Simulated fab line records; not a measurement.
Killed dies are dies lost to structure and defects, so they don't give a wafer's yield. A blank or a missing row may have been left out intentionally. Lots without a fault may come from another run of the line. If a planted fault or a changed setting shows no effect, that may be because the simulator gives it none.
Chamber matching -- flow n5 finfet -- N5_MOL_CONTACT_COAG_ETCH_48 on rie diel-01: 4 sister chambers
The step etches SiOC in C4F6/O2, target depth 15 nm, overetch 4.5 nm, time 17 s. 4 wafers are shown with their chamber, then 8 later ones without.

== WAFERS, EACH WITH ITS CHAMBER ==
wafer,chamber,drypump motor current A (A)
L085.6,1,5.2
L087.1,0,6.4
L087.6,3,5.3
L090.1,2,5.0

== WAFERS WITHOUT THEIR CHAMBER ==
wafer,drypump motor current A (A)
L090.4,6.4
L090.5,4.9
L091.3,5.3
L091.5,5.4
L091.6,4.9
L094.1,5.2
L094.2,6.4
L094.5,4.9

== WHICH CHAMBER EACH WENT THROUGH ==
wafer,from the rows above,in truth
L090.4,0,0
L090.5,2,2
L091.3,can't be placed: 3 or 1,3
L091.5,can't be placed: 3 or 1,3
L091.6,2,2
L094.1,can't be placed: 1 or 3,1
L094.2,0,0
L094.5,2,2
Correctly placed: 5 of 8. From these rows, 3 cannot be placed; in 3 the true chamber is one of the candidates. Wrongly placed: 0.
How it was worked out, from the rows above alone: a wafer's distance from a chamber is the root of the sum, over the readings, of the square of ((its reading less the chamber's mean) divided by the reading's scatter). The wafer belongs to the nearest chamber; if the next one is less than 2 further off, it can't be placed. The mean given for a chamber averages the wafers shown for that chamber. The scatter: root of mean squared gap, hidden wafer to nearest shown wafer, with one shown wafer a chamber.
